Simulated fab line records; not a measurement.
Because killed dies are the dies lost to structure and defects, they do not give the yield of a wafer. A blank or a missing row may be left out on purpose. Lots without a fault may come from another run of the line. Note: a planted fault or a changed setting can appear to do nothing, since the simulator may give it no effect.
fab line records	flow n5_finfet
[record] lots = 5	wafers = 14	last_day = 21
route steps=1938 shown BEOL_M1@829 BEOL_M2@841 BEOL_M4@1111 PASSIVATION@1936
lots untouched by any fault: they come from a run of this same line in which no faults occurred
start_h: hours from the record's opening day to when the first of the lot's shown wafers began	wait_h: how many hours have passed since the lot's step before this one	" repeats the value in the row above	L1.1+2: one row covering several wafers at once	- either no value or no given start	* or withheld: withheld	< > ~ a bound
route shown NAME@n: a module of which the file shows steps, and the number in the route of the first	usual: mean and standard deviation over wafers with no fault	same: alike in all rows	chamber/n: place in a boat	sites: per-site readings	_std_site: the standard deviation of these	_edge_site: the outer-site mean with the inner-site mean subtracted	radius_mm: how far each site lies from the wafer's centre	mask NAME#n: copy n	behind: the tool/chamber that last shaped the wafer	hold: why the lot went on hold/how many hours it stayed there/how the hold came to an end	device: names the non-switching transistor (n, p or np)	end of line: the tests these same wafers got at the end of their route	where a step has no rows: the recipe by itself	killed: dies that structure and defects cost at the first sort, which is not the same as the wafer's yield	map: the dies of a wafer, with x for killed, . for not killed, _ for no die there
set.NAME: the run value of the setting; set.NAME@STEP: its run value at that earlier step	model.NAME: the simulator's own value behind a step, which no gauge read
lots seen at some steps along the route; tables by step, rows by wafer
services: from which hour (start_h, from the record's first day; less than 0 if before it) a tool's chamber was out of use, for how many hours, and why
[[steps]]
[step N5_BEOL_M1_ANNEAL_95]
[recipe] temp_c = 400	time_s = 240	ambient = vacuum
[step N5_BEOL_M1_SPUTTER_96]
[recipe] material = Cu	target_thk_a = 45	temp_c = -20	chamber_pressure_pa = 0.07	power_w = withheld	time_s = 8.29
[step N5_BEOL_M1_ECD_50]
[recipe] material = Cu	target_thk_a = 3000
[step N5_BEOL_M1_ANNEAL_51]
[recipe] temp_c = 225	time_s = 90	ambient = N2
[step N5_BEOL_M1_CMP_52]
[recipe] stop_on = SiOC	t_overpolish_s = 6.8	down_force_psi = 1	platen_rpm = 50	clearing_platen_down_force_psi = 1.5	clearing_platen_rpm = 50	post_cmp_clean = cu_alkaline	target_thk_nm = 40	clearing_platen_pad_velocity_m_s = 0.99484	pad_velocity_m_s = 0.99484
[step N5_BEOL_M1_PRE_CLEAN_60]
[recipe] gas = NH3/H2	time_s = 15	temp_c = *	rf_power_w = 300
[step N5_BEOL_M1_CO_CAP_55]
[recipe] material = Co	target_thk_a = 20	temp_c = 200	precursor = CCTBA/H2	pressure_torr = 30	time_s = 102.1
[step N5_BEOL_M1_PRE_CLEAN_56]
[recipe] gas = NH3	time_s = 15	temp_c = withheld	rf_power_w = 300
[step N5_BEOL_M1_DEP_57]
[recipe] material = SiCN	target_thk_a = 80	temp_c = withheld	precursor = 3MS/NH3	pressure_torr = 3	rf_w = 202	time_s = 14
[step N5_BEOL_M2_ILD_DEP_00]
[recipe] material = SiOC	target_thk_a = 790	temp_c = 350	precursor = DEMS/O2	pressure_torr = 5	rf_w = 500	time_s = 15.3
[usual] heater_power_w = 489/100	showerhead_plenum_p_Torr = 5.695/0.016	throttle_valve_pct = 11.9/0.62
lot.wafer	tool	chamber	start_h	wait_h	heater_power_w	showerhead_plenum_p_Torr	throttle_valve_pct	model.SiOC_of_BEOL_M2_ILD_DEP_00.thk_nm
L195.1	pecvd-01	1	202.10	0.0	517	5.720	11.4	77.8
L195.2	"	2	"	"	367	5.697	10.9	78
L203.2	pecvd-01	1	243.91	0.0	530	5.720	11.1	78.4
L203.4	"	2	"	"	383	5.687	11.1	120.8
L203.5	"	0	"	"	484	5.707	12.5	80
L205.2	pecvd-01	1	263.02	0.0	473	5.716	11.4	78
L205.4	"	0	"	"	471	5.685	12.8	121.8
L205.5	"	1	"	"	481	5.735	11.5	78.8
L206.2	pecvd-01	2	270.75	0.0	336	5.689	11.0	76.8
L206.3	"	1	"	"	525	5.721	11.3	120.2
L206.4	"	2	"	"	335	5.719	11.1	121
L207.1	pecvd-04	1	273.26	0.0	533	5.668	12.4	79.6
L207.4	"	1	"	"	548	5.669	12.6	81.8
L207.5	"	0	"	"	728	5.694	11.9	78.8
[step N5_BEOL_M2_THK_MEAS_01]
[recipe] reads = SiOC_of_BEOL_M2_ILD_DEP_00
[usual] M2_ILD_THK = 79.0/1.3
lot.wafer	tool	chamber	start_h	wait_h	M2_ILD_THK[nm]
L195.1	film_metro-02	-	202.17	0.1	77.9
L195.2	"	-	"	"	78.0
L203.2	film_metro-01	-	243.98	0.1	78.5
L203.4	"	-	"	"	120.7
L203.5	"	-	"	"	80.1
L205.2	film_metro-02	-	263.09	0.1	77.9
L205.4	"	-	"	"	121.8
L205.5	"	-	"	"	78.7
L206.2	film_metro-02	-	270.82	0.1	76.9
L206.3	"	-	"	"	120.3
L206.4	"	-	"	"	121.1
L207.1	film_metro-02	-	273.33	0.0	79.6
L207.4	"	-	"	"	81.8
L207.5	"	-	"	"	78.8
[step N5_BEOL_M2_PECVD_72]
[recipe] material = SiO2	target_thk_a = 160	temp_c = 400	precursor = TEOS/O2	pressure_torr = 5.5	rf_w = 450	teos_flow_sccm = 53.8	gas = O2	flow_sccm = 3000	time_s = 18
[step N5_BEOL_M2_HM_DEP_02]
[recipe] material = TiN	target_thk_a = 200	temp_c = 25	chamber_pressure_pa = 0.49996
[step N5_BEOL_M2_COAT_61]
[recipe] resist = SOC	temp_c = 250	time_s = 60	spin_rpm = 1500	resist_thk_nm = 60
[step N5_BEOL_M2_COAT_62]
[recipe] resist = SiARC	temp_c = 220	time_s = 60	spin_rpm = 1500	resist_thk_nm = 12
[step N5_BEOL_M2_COAT_73]
[recipe] resist = underlayer	temp_c = 205	time_s = 60	spin_rpm = 1500	resist_thk_nm = 5
[step N5_BEOL_M2_COAT_05]
[recipe] resist = CAR-EUV	spin_rpm = 1500	resist_thk_nm = 30
[step N5_BEOL_M2_EBR_07]
[recipe] solvent = PGMEA	ebr_width_mm = 1.5
[step N5_BEOL_M2_SOFTBAKE_06]
[recipe] temp_c = 110	time_s = 60	resist = CAR-EUV
[step N5_BEOL_M2_EXPOSE_08]
[recipe] mask_id = M2	na = 0.33	source_shape = dipole	sigma_inner = 0.369	sigma_outer = 0.767	polarization = unpolarized	dose_mj = 41.25
[step N5_BEOL_M2_PEB_09]
[recipe] peb_temp_c = 100	peb_time_s = 60	resist = CAR-EUV
[step N5_BEOL_M2_DEVELOP_10]
[recipe] develop_time_s = 30	developer = TMAH	resist = CAR-EUV	rinse_liquid = surfactant_rinse	dry = air_spin	dev_temp_c = 23
[step N5_BEOL_M2_DESCUM_16]
[recipe] chemistry = O2	time_s = 7	source_power_w = 50	bias_power_w = 20	pressure_mtorr = 20	rf_frequency_hz = 2.712e+07	temp_c = 40	resist = CAR-EUV	o2_flow_sccm = 225
[step N5_BEOL_M2_ETCH_74]
[recipe] chemistry = N2/H2	target = underlayer	target_depth_a = 65	mask_material = CAR-EUV	time_s = 5.2	ion_energy_ev = 200	pressure_mtorr = 30	source_w = 840	bias_w = 150	n2_flow_sccm = 200	h2_flow_sccm = 200	ends = cleared
[step N5_BEOL_M2_ETCH_63]
[recipe] chemistry = CF4	target = SiARC	target_depth_a = 156	mask_material = CAR-EUV	time_s = 26	ion_energy_ev = 80	pressure_mtorr = 40	source_w = 545	bias_w = 36	Ar_flow_sccm = 100	cf4_flow_sccm = 100	ends = cleared
[step N5_BEOL_M2_ETCH_64]
[recipe] chemistry = N2/H2	target = SOC	target_depth_a = 750	overetch_a = 225	mask_material = SiARC	temp_c = 40	time_s = 121.9	ion_energy_ev = 200	pressure_mtorr = 30	source_w = 840	bias_w = 150	n2_flow_sccm = 200	h2_flow_sccm = 200
[step N5_BEOL_M2_STRIP_65]
[recipe] chemistry = N2/H2	temp_c = 40	n2_flow_sccm = 200	h2_flow_sccm = 200	rf_frequency_hz = 6e+07
[step N5_BEOL_M2_STRIP_75]
[recipe] chemistry = N2/H2	temp_c = 40	n2_flow_sccm = 200	h2_flow_sccm = 200	rf_frequency_hz = 6e+07
[step N5_BEOL_M2_STRIP_66]
[recipe] chemistry = CF4	resist = SiARC	power_w = 300	bias_power_w = 75	pressure_mtorr = 50	cf4_flow_sccm = 150	rf_frequency_hz = 6e+07
[step N5_BEOL_M2_HM_OPEN_17]
[recipe] chemistry = Cl2/BCl3	target_depth_a = 200	overetch_a = 60	target = TiN	mask_material = SOC	ion_energy_ev = 150	pressure_mtorr = 10	icp_w = 1000	bias_w = 126	Cl2_flow_sccm = 53.25	bcl3_flow_sccm = 21.75	Ar_flow_sccm = 25
[step N5_BEOL_M2_STRIP_19]
[recipe] chemistry = O2	power_w = 400	temp_c = 40	pressure_mtorr = 30	rf_frequency_hz = 6e+07	bias_power_w = 0	overash_fraction = 0.2	o2_flow_sccm = 225
[step N5_BEOL_M2_COAT_67]
[recipe] resist = SOC	temp_c = 250	time_s = 60	spin_rpm = 1500	resist_thk_nm = 60
[step N5_BEOL_M2_COAT_68]
[recipe] resist = SiARC	temp_c = 220	time_s = 60	spin_rpm = 1500	resist_thk_nm = 12
[step N5_BEOL_M2_COAT_76]
[recipe] resist = underlayer	temp_c = 205	time_s = 60	spin_rpm = 1500	resist_thk_nm = 5
[step N5_BEOL_M2_COAT_22]
[recipe] resist = CAR-EUV	spin_rpm = 1500	resist_thk_nm = 30
[step N5_BEOL_M2_CMP_52]
[recipe] stop_on = SiOC	t_overpolish_s = 6.8	down_force_psi = 1	platen_rpm = 50	clearing_platen_down_force_psi = 1.5	clearing_platen_rpm = 50	post_cmp_clean = cu_alkaline	target_thk_nm = 40	clearing_platen_pad_velocity_m_s = 0.99484	pad_velocity_m_s = 0.99484
[usual] motor_current_A = 5.9/0.58
lot.wafer	tool	chamber	start_h	wait_h	motor_current_A	model.SiOC_of_BEOL_M2_ILD_DEP_00.thk_nm
L195.1	cmp-03	0	243.88	0.3	6.4	74.8
L195.2	"	1	"	"	5.9	75
L203.4	cmp-03	2	301.54	0.2	5.8	117.8
L203.2	"	0	"	"	6.6	75.4
L203.5	"	2	"	"	5.9	77
L205.4	cmp-02	2	319.02	0.1	4.7	118.8
L205.2	"	0	"	"	5.3	75
L205.5	"	3	"	"	6.1	75.8
L206.3	cmp-03	3	330.37	0.2	6.7	117.2
L206.4	"	0	"	"	6.5	118
L206.2	"	2	"	"	5.7	73.8
L207.4	cmp-03	1	331.03	0.2	5.9	78.8
L207.1	"	2	"	"	5.9	76.6
L207.5	"	0	"	"	6.5	75.8
[step N5_BEOL_M4_RC_MEAS_101]
[usual] DIBL_N = 37.7/2	DIBL_P = 37.7/2.3	IOFF_N = 0.18/0.039	IOFF_P = 0.23/0.042	ION_N = 681/12	ION_P = 463/8	SS_N = 71.9/0.68	SS_P = 73.6/0.71	VT_N = 248/3.2	VT_P = -249/3.1
lot.wafer	tool	chamber	start_h	wait_h	DIBL_N[mV/V]	DIBL_P[mV/V]	IOFF_N[nA/um]	IOFF_P[nA/um]	ION_N[uA/um]	ION_P[uA/um]	SS_N[mV/dec]	SS_P[mV/dec]	VT_N[mV]	VT_P[mV]
L195.1	prober-01	0	317.17	0.0	39.6	39.1	0.22	0.26	696	469	72.3	73.6	241	-246
L195.2	"	0	"	"	39.3	39.7	0.19	0.27	701	477	71.6	73.5	246	-249
L203.2	prober-01	0	378.01	0.2	40.0	39.9	0.21	0.24	675	461	72.4	74.3	249	-251
L203.5	"	0	"	"	35.8	37.0	0.14	0.20	662	462	71.0	72.8	253	-250
L205.2	prober-02	0	386.03	0.2	35.5	34.6	0.14	0.18	679	460	72.0	73.1	250	-251
L205.5	"	0	"	"	34.2	33.2	0.12	0.16	670	461	70.5	72.4	250	-251
L206.2	prober-02	0	389.25	0.2	33.0	31.6	0.11	0.16	654	450	70.5	72.0	255	-252
L207.1	prober-02	0	402.27	0.0	38.4	37.0	0.23	0.25	706	471	72.1	73.2	241	-246
L207.4	"	0	"	"	37.0	34.9	0.16	0.21	663	455	71.9	72.4	251	-247
L207.5	"	0	"	"	38.9	39.3	0.24	0.29	705	475	72.5	75.0	241	-245
[step N5_PASSIVATION_PROBE_49]
[usual] defect_limited_yield = 91.1/1.4	killed_at_M0_to_M3 = 34/9.6	killed_at_M4_up = 15/5.3	killed_at_contacts = 12/6.1	killed_at_front_end = 40/11	killed_at_other = 3.5/2.8	killed_dies = 105/17	killed_on_rim = 14/4.3	killed_open = 70/12	killed_short = 34/7.7	sort_bin_5_function = 5.2/0.97	sort_bin_6_memory = 3.4/0.62	sort_n_pass = 1075/17	sort_yield_pct = 91.1/1.4
[same] gross_dies = 1180	killed_at_back_side = 0	sort_bin_4_leakage[%] = 0	sort_bin_8_speed[%] = 0
lot.wafer	tool	chamber	start_h	wait_h	defect_limited_yield[%]	killed_at_M0_to_M3	killed_at_M4_up	killed_at_contacts	killed_at_front_end	killed_at_other	killed_dies	killed_on_rim	killed_open	killed_short	sort_bin_5_function[%]	sort_bin_6_memory[%]	sort_n_pass	sort_yield_pct[%]
L195.1	prober-01	-	420.52	0.0	93.6	22	9	13	26	6	76	9	46	30	4.1	2.1	1104	93.6
L195.2	prober-01	-	420.57	0.1	89.9	48	19	7	39	6	119	21	75	44	6.4	3.4	1061	89.9
L203.2	prober-01	-	480.39	0.1	88.1	45	12	10	72	2	141	27	68	53	6.0	3.7	1039	88.1
L203.4	prober-01	-	480.49	0.2	0	1116	16	7	38	3	1180	152	56	35	97.0	2.5	0	0
L203.5	prober-01	-	480.54	0.2	87.1	40	12	13	82	5	152	28	86	44	6.2	4.3	1028	87.1
L205.4	prober-01	-	500.63	0.2	0	1108	13	23	29	7	1180	152	82	37	95.6	3.8	0	0
L206.3	prober-02	-	501.43	0.4	0	1112	16	7	36	9	1180	152	71	30	96.5	3.2	0	0
L206.4	prober-02	-	501.48	0.4	0	1114	17	8	38	3	1180	152	65	30	96.7	3.2	0	0
// killed by level:class
L195.1 MOL_CONTACT_COAG:geometric_particle:open=11 FIN_SAQP:geometric_particle:open=10 FIN_SAQP:geometric_particle:short=8 BEOL_M0_SAQP:geometric_particle:short=6 BEOL_M3:geometric_particle:open=5 BEOL_M2:geometric_particle:open=4 BEOL_M2:geometric_particle:short=3 MIM_BOT:geometric_particle:open=3
L195.2 BEOL_M0_SAQP:geometric_particle:open=22 BEOL_M4:geometric_particle:open=10 FIN_SAQP:geometric_particle:open=9 BEOL_M0_SAQP:geometric_particle:short=9 FIN_SAQP:geometric_particle:short=8 MOL_CONTACT_COAG:geometric_particle:open=7 GATE_CUT:geometric_particle:open=6 BEOL_M2:geometric_particle:short=5
L203.2 FIN_SAQP:geometric_particle:short=20 HKMG_FIN:area_etch=20 BEOL_M2:geometric_particle:open=12 BEOL_M4:geometric_particle:open=9 MOL_CONTACT_COAG:geometric_particle:open=9 BEOL_M0_SAQP:geometric_particle:open=9 STI_FIN_REVEAL:geometric_particle:open=7 BEOL_M0_SAQP:geometric_particle:short=7
L203.4 BEOL_M2:area_dep=1088 BEOL_M2:geometric_particle:open=13 FIN_SAQP:geometric_particle:open=6 FIN_SAQP:geometric_particle:short=5 GATE_CUT:geometric_particle:short=5 MOL_CONTACT_COAG:geometric_particle:open=5 BEOL_M4:geometric_particle:open=5 STI_FIN_REVEAL:geometric_particle:open=4
L203.5 HKMG_FIN:area_etch=22 GATE_CUT:geometric_particle:short=13 MOL_CONTACT_COAG:geometric_particle:open=13 BEOL_M2:geometric_particle:open=13 STI_FIN_REVEAL:geometric_particle:open=12 FIN_SAQP:geometric_particle:open=9 FIN_SAQP:geometric_particle:short=7 BEOL_M0_SAQP:geometric_particle:short=7
L205.4 BEOL_M2:area_dep=1061 MOL_CONTACT_COAG:geometric_particle:open=18 BEOL_M3:geometric_particle:open=18 STI_FIN_REVEAL:geometric_particle:open=13 BEOL_M0_SAQP:geometric_particle:open=7 MOL_CONTACT_COAG:geometric_particle:short=5 BEOL_M0_SAQP:geometric_particle:short=5 BEOL_M1:geometric_particle:open=5
L206.3 BEOL_M2:area_dep=1079 FIN_SAQP:geometric_particle:open=8 BEOL_M4:geometric_particle:open=8 FIN_SAQP:geometric_particle:short=7 BEOL_M3:geometric_particle:open=7 STI_FIN_REVEAL:geometric_particle:open=6 BEOL_M0:geometric_particle:open=6 BEOL_M2:geometric_particle:open=6
L206.4 BEOL_M2:area_dep=1084 STI_FIN_REVEAL:geometric_particle:open=9 BEOL_M4:geometric_particle:open=9 BEOL_M0_SAQP:geometric_particle:short=7 BEOL_M2:geometric_particle:open=7 FIN_SAQP:geometric_particle:short=6 FIN_SAQP:geometric_particle:open=5 DUMMY_GATE:geometric_particle:open=5
// map L203.4 (x killed, . not)
_________________xxxxxxxxxxxx________________
______________xxxxxxxxxxxxxxxxxx_____________
___________xxxxxxxxxxxxxxxxxxxxxxxx__________
__________xxxxxxxxxxxxxxxxxxxxxxxxxx_________
________xxxxxxxxxxxxxxxxxxxxxxxxxxxxxx_______
_______xxxxxxxxxxxxxxxxxxxxxxxxxxxxxxxx______
______xxxxxxxxxxxxxxxxxxxxxxxxxxxxxxxxxx_____
_____xxxxxxxxxxxxxxxxxxxxxxxxxxxxxxxxxxxx____
____xxxxxxxxxxxxxxxxxxxxxxxxxxxxxxxxxxxxxx___
___xxxxxxxxxxxxxxxxxxxxxxxxxxxxxxxxxxxxxxxx__
___xxxxxxxxxxxxxxxxxxxxxxxxxxxxxxxxxxxxxxxx__
__xxxxxxxxxxxxxxxxxxxxxxxxxxxxxxxxxxxxxxxxxx_
__xxxxxxxxxxxxxxxxxxxxxxxxxxxxxxxxxxxxxxxxxx_
_xxxxxxxxxxxxxxxxxxxxxxxxxxxxxxxxxxxxxxxxxxxx
_xxxxxxxxxxxxxxxxxxxxxxxxxxxxxxxxxxxxxxxxxxxx
_xxxxxxxxxxxxxxxxxxxxxxxxxxxxxxxxxxxxxxxxxxxx
_xxxxxxxxxxxxxxxxxxxxxxxxxxxxxxxxxxxxxxxxxxxx
_xxxxxxxxxxxxxxxxxxxxxxxxxxxxxxxxxxxxxxxxxxxx
_xxxxxxxxxxxxxxxxxxxxxxxxxxxxxxxxxxxxxxxxxxxx
_xxxxxxxxxxxxxxxxxxxxxxxxxxxxxxxxxxxxxxxxxxxx
_xxxxxxxxxxxxxxxxxxxxxxxxxxxxxxxxxxxxxxxxxxxx
__xxxxxxxxxxxxxxxxxxxxxxxxxxxxxxxxxxxxxxxxxx_
__xxxxxxxxxxxxxxxxxxxxxxxxxxxxxxxxxxxxxxxxxx_
___xxxxxxxxxxxxxxxxxxxxxxxxxxxxxxxxxxxxxxxx__
___xxxxxxxxxxxxxxxxxxxxxxxxxxxxxxxxxxxxxxxx__
____xxxxxxxxxxxxxxxxxxxxxxxxxxxxxxxxxxxxxx___
_____xxxxxxxxxxxxxxxxxxxxxxxxxxxxxxxxxxxx____
______xxxxxxxxxxxxxxxxxxxxxxxxxxxxxxxxxx_____
_______xxxxxxxxxxxxxxxxxxxxxxxxxxxxxxxx______
________xxxxxxxxxxxxxxxxxxxxxxxxxxxxxx_______
__________xxxxxxxxxxxxxxxxxxxxxxxxxx_________
___________xxxxxxxxxxxxxxxxxxxxxxxx__________
______________xxxxxxxxxxxxxxxxxx_____________
_________________xxxxxxxxxxxx________________
// map L205.4 (x killed, . not)
_________________xxxxxxxxxxxx________________
______________xxxxxxxxxxxxxxxxxx_____________
___________xxxxxxxxxxxxxxxxxxxxxxxx__________
__________xxxxxxxxxxxxxxxxxxxxxxxxxx_________
________xxxxxxxxxxxxxxxxxxxxxxxxxxxxxx_______
_______xxxxxxxxxxxxxxxxxxxxxxxxxxxxxxxx______
______xxxxxxxxxxxxxxxxxxxxxxxxxxxxxxxxxx_____
_____xxxxxxxxxxxxxxxxxxxxxxxxxxxxxxxxxxxx____
____xxxxxxxxxxxxxxxxxxxxxxxxxxxxxxxxxxxxxx___
___xxxxxxxxxxxxxxxxxxxxxxxxxxxxxxxxxxxxxxxx__
___xxxxxxxxxxxxxxxxxxxxxxxxxxxxxxxxxxxxxxxx__
__xxxxxxxxxxxxxxxxxxxxxxxxxxxxxxxxxxxxxxxxxx_
__xxxxxxxxxxxxxxxxxxxxxxxxxxxxxxxxxxxxxxxxxx_
_xxxxxxxxxxxxxxxxxxxxxxxxxxxxxxxxxxxxxxxxxxxx
_xxxxxxxxxxxxxxxxxxxxxxxxxxxxxxxxxxxxxxxxxxxx
_xxxxxxxxxxxxxxxxxxxxxxxxxxxxxxxxxxxxxxxxxxxx
_xxxxxxxxxxxxxxxxxxxxxxxxxxxxxxxxxxxxxxxxxxxx
_xxxxxxxxxxxxxxxxxxxxxxxxxxxxxxxxxxxxxxxxxxxx
_xxxxxxxxxxxxxxxxxxxxxxxxxxxxxxxxxxxxxxxxxxxx
_xxxxxxxxxxxxxxxxxxxxxxxxxxxxxxxxxxxxxxxxxxxx
_xxxxxxxxxxxxxxxxxxxxxxxxxxxxxxxxxxxxxxxxxxxx
__xxxxxxxxxxxxxxxxxxxxxxxxxxxxxxxxxxxxxxxxxx_
__xxxxxxxxxxxxxxxxxxxxxxxxxxxxxxxxxxxxxxxxxx_
___xxxxxxxxxxxxxxxxxxxxxxxxxxxxxxxxxxxxxxxx__
___xxxxxxxxxxxxxxxxxxxxxxxxxxxxxxxxxxxxxxxx__
____xxxxxxxxxxxxxxxxxxxxxxxxxxxxxxxxxxxxxx___
_____xxxxxxxxxxxxxxxxxxxxxxxxxxxxxxxxxxxx____
______xxxxxxxxxxxxxxxxxxxxxxxxxxxxxxxxxx_____
_______xxxxxxxxxxxxxxxxxxxxxxxxxxxxxxxx______
________xxxxxxxxxxxxxxxxxxxxxxxxxxxxxx_______
__________xxxxxxxxxxxxxxxxxxxxxxxxxx_________
___________xxxxxxxxxxxxxxxxxxxxxxxx__________
______________xxxxxxxxxxxxxxxxxx_____________
_________________xxxxxxxxxxxx________________
[[services]]
tool	chamber	start_h	hours	kind
cmp-03	-	185.93	5.7	pm
cmp-02	-	197.21	0.7	repair
cmp-02	-	202.14	4.0	pm
pecvd-04	2	202.38	-	clean
pecvd-04	2	202.38	-	consumable_replace:showerhead
pecvd-04	2	202.38	29.0	scheduled_down
pecvd-04	2	202.38	29.0	vent_cycle
pecvd-04	-	204.95	2.6	repair
cmp-02	-	206.14	-	consumable_replace:conditioner
cmp-02	-	206.14	-	consumable_replace:pad
pecvd-01	-	212.39	6.0	pm
cmp-03	-	229.64	2.4	repair
pecvd-01	1	239.56	2.1	scheduled_down
cmp-03	-	245.03	4.0	pm
cmp-03	-	249.03	-	consumable_replace:conditioner
cmp-03	-	249.03	-	consumable_replace:pad
pecvd-01	-	256.72	1.2	repair
pecvd-01	-	264.29	1.3	repair
pecvd-04	-	265.32	2.9	repair
cmp-02	-	300.10	14.5	pm
pecvd-04	1	306.59	4.1	repair
pecvd-04	-	324.90	0.8	repair
[[key]]
[first_sign] step = N5_BEOL_M2_THK_MEAS_01	reading = M2_ILD_THK	direction = up	sigmas = 33	usual = 79.0	struck = 121.0
[effect] step = N5_PASSIVATION_PROBE_49	reading = killed_at_M0_to_M3	direction = up	sigmas = 99+	usual = 34	struck = 1112
[model_effect] step = N5_BEOL_M2_ILD_DEP_00	value = SiOC_of_BEOL_M2_ILD_DEP_00.thk_nm	without = 78.65	struck = 121
[model_effect] step = N5_BEOL_M2_CMP_52	value = SiOC_of_BEOL_M2_ILD_DEP_00.thk_nm	without = 75.65	struck = 118
[more_kills_born_at] N5_BEOL_M2_ILD_DEP_00@pecvd-01 = 4312
met_at N5_BEOL_M2_ILD_DEP_00
struck_wafers L203.4,L205.4,L206.3,L206.4
later_rows_left_out L203.4,L205.4,L206.3,L206.4
[baseline_loss] step = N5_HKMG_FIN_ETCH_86	wafers = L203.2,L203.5
onset_between 202.10 243.91
[fault] kind = process_parameter_drift	tool = pecvd-01	chamber = -	onset_h = 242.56	steps = N5_BEOL_M2_ILD_DEP_00	channel = target_thk_a	offset = *	shape = step	end_h = 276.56	scope = struck_wafers_only	acts_in = *	stated = *
// later_rows_left_out: the simulator's readings of these wafers behind a module that went badly wrong aren't trusted and aren't shown, but for the sort
// baseline_loss: these wafers lose ten dies or more at that step, a loss of the line's own and not of a fault; the sort's usual values leave them out
